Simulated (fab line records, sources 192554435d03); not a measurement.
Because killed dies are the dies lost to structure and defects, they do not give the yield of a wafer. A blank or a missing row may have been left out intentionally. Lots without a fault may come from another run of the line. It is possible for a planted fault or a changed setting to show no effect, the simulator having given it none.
A struck lot beside a sound one | flow n5-finfet | 26 out of 1938 route steps
Sound: wafers L189.2, L189.4, L189.6. The struck wafers were L177.2, L177.3, L177.5. The cause comes at the end.
At each step with rows: each side's tool, then ch and its chambers, then its first start. Under that, the readings that differ: sound wafers | struck wafers | difference of the means | sigmas: that difference in standard deviations of wafers without a fault.
alike: readings whose means differ by less than 2 such deviations, and words and numbers that are the same on both sides. not compared: withheld readings, readings that some wafer has no value for, bounds like >300 that may hide the same value, and numbers for which the record gives no deviation and whose values overlap.
A row with sigmas, a row that says differs or no value, or rows on one side alone: a step with any of these is where the two part. Non-overlapping numbers with no deviation appear without sigmas and do not part them. Lack of a reading on every wafer of one side parts them only where that side has two or more wafers.

N5_MIM_BOT_LITHO_CD_MEAS_08: target cd 3000 nm.
  sound on cd-sem-01 ch 0, day 18 10:22; struck on cd-sem-02 ch 0, day 15 05:22
  alike: cd-nm
N5_MIM_BOT_LITHO_OVL_MEAS_11:
  sound on overlay-01 ch 0, day 18 10:24; struck on overlay-02 ch 0, day 15 05:24
  alike: MIM_BOT_OVL
N5_MIM_BOT_LITHO_INSPECT_12: inspects for defects (macro).
  sound on defect-inspect-01, day 18 10:25; struck on defect-inspect-01, day 15 05:26
  alike: raw-defect-count
N5_MIM_BOT_LITHO_DESCUM_10: chemistry O2, time 7.9 s.
  sound on rie-diel-05 ch 0,1, day 18 10:28; struck on rie-diel-02 ch 0,1, day 15 05:28
  reading                         | sound             | struck            | difference | sigmas
  showerhead-plenum-p-Torr (Torr) | 2.05 1.95 1.95    | 2.10 2.16 2.10    | +0.14      | +2
  throttle-valve-pct (%)          | 20.33 20.24 20.23 | 20.90 20.80 20.92 | +0.61      | +2
  alike: drypump-motor-current-A, oes-product-au, rf-vpp-V
  not compared: rf-hours-counter-h
N5_MIM_BOT_ETCH_ETCH_04: etches SiNx in CF4/O2, target depth 26 nm, time 13 s.
  sound on rie-diel-05 ch 0,1, day 18 10:34; struck on rie-diel-02 ch 0,1, day 15 05:32
  alike: cf4-flow-sccm, drypump-motor-current-A, oes_ar_750_au, oes_o_777_au, oes-product-au, rf-vpp-V, showerhead-plenum-p-Torr, throttle-valve-pct
  not compared: rf-hours-counter-h
then, 2 steps without rows for these wafers: N5_MIM_BOT_ETCH_ETCH_03 (etches the open film in Cl2/BCl3, target depth 12 nm); N5_MIM_BOT_ETCH_ETCH_00 (etches TiN in Cl2/BCl3, target depth 45.5 nm).
N5_MIM_BOT_ETCH_STRIP_01: strips in O2.
  sound on rie-diel-06 ch 0,2, day 18 10:55; struck on rie-diel-02 ch 0,1,3, day 15 05:51
  alike: drypump-motor-current-A, oes-product-au, rf-vpp-V, showerhead-plenum-p-Torr, throttle-valve-pct
  not compared: rf-hours-counter-h
then, 3 steps without rows for these wafers: N5_MIM_BOT_ETCH_STRIP_02 (strips in post etch residue remover, time 1200 s); N5_MIM_BOT_ETCH_CLEAN_05 (cleans in IPA, time 180 s); N5_MIM_BOT_ETCH_SRD_06 (time 30 s).
N5_PASSIVATION_PECVD_55: deposits SiO2 from SiH4/N2O, target thk 400 nm, time 22.5 s.
  sound on pecvd-01 ch 1,2, day 18 11:25; struck on pecvd-03 ch 1,2, day 15 06:22
  reading                         | sound          | struck         | difference | sigmas
  heater-power-w (W)              | 727 739 419    | 845 861 905    | +242       | +2
  showerhead-plenum-p-Torr (Torr) | 7.90 7.90 8.20 | 8.12 8.31 8.29 | +0.24      | +2
  alike: throttle-valve-pct
N5_PASSIVATION_PECVD_01: deposits SiNx from SiH4/NH3/N2, target thk 200 nm, time 43.2 s.
  sound on pecvd-01 ch 1,2, day 18 11:26; struck on pecvd-03 ch 1,2, day 15 06:23
  reading                         | sound          | struck         | difference | sigmas
  showerhead-plenum-p-Torr (Torr) | 8.48 8.49 8.69 | 8.64 8.74 8.76 | +0.16      | +2
  alike: heater-power-w, throttle-valve-pct
then, 8 steps without rows for these wafers: N5_PASSIVATION_HMDS_03 (time 60 s); N5_PASSIVATION_COAT_04; N5_PASSIVATION_EBR_06; N5_PASSIVATION_SOFTBAKE_05 (time 90 s); N5_PASSIVATION_EXPOSE_07 (exposes mask TV, defocus 0 nm, target cd 3000 nm); N5_PASSIVATION_PEB_08; N5_PASSIVATION_DEVELOP_09 (develop time 60 s); N5_PASSIVATION_HARDBAKE_11 (time 120 s).
N5_PASSIVATION_CD_MEAS_10: target cd 3000 nm.
  sound on cd-sem-03 ch 0, day 18 15:44; struck on cd-sem-01 ch 0, day 15 06:46
  alike: cd-nm
N5_PASSIVATION_OVL_MEAS_60:
  sound on overlay-02 ch 0, day 18 15:46; struck on overlay-02 ch 0, day 15 06:48
  alike: TV_OVL
N5_PASSIVATION_INSPECT_61: inspects for defects (macro).
  sound on defect-inspect-01, day 18 15:47; struck on defect-inspect-02, day 15 06:49
  reading          | sound | struck         | difference | sigmas
  raw-defect-count | 1 1 2 | >300 >300 >300 | differs    |
N5_PASSIVATION_DESCUM_12: chemistry O2, time 7.9 s.
  sound on rie-diel-04 ch 0,3, day 18 15:56; struck on rie-diel-03 ch 1,3, day 15 07:16
  alike: drypump-motor-current-A, oes-product-au, rf-vpp-V, showerhead-plenum-p-Torr, throttle-valve-pct
  not compared: rf-hours-counter-h
N5_PASSIVATION_PROBE_49:
  sound on prober-01, day 19 00:27; struck on prober-01, day 15 15:38
  reading                  | sound          | struck         | difference | sigmas
  defect-limited-yield (%) | 87.9 87.3 90.6 | 79.6 81.0 80.3 | -8.3       | -6
  killed-at-front-end      | 57 69 32       | 35 25 23       | -25        | -2
  killed-at-other          | 6 4 4          | 148 145 141    | +140       | +52
  killed-dies              | 143 150 111    | 241 224 233    | +98        | +6
  killed-open              | 101 108 86     | 62 52 60       | -40        | -3
  sort_bin_5_function (%)  | 6.6 7.8 5.3    | 13.6 10.4 13.3 | +5.9       | +6
  sort-n-pass              | 1037 1030 1069 | 939 956 947    | -98        | -6
  sort-yield-pct (%)       | 87.9 87.3 90.6 | 79.6 81.0 80.3 | -8.3       | -6
  alike: killed_at_M0_to_M3, killed_at_M4_up, killed-at-contacts, killed-short, sort_bin_6_memory

## WHERE THEY PART
First at N5_MIM_BOT_LITHO_DESCUM_10; last, within this record, at N5_PASSIVATION_PROBE_49.

WHY: the cause the simulator had injected
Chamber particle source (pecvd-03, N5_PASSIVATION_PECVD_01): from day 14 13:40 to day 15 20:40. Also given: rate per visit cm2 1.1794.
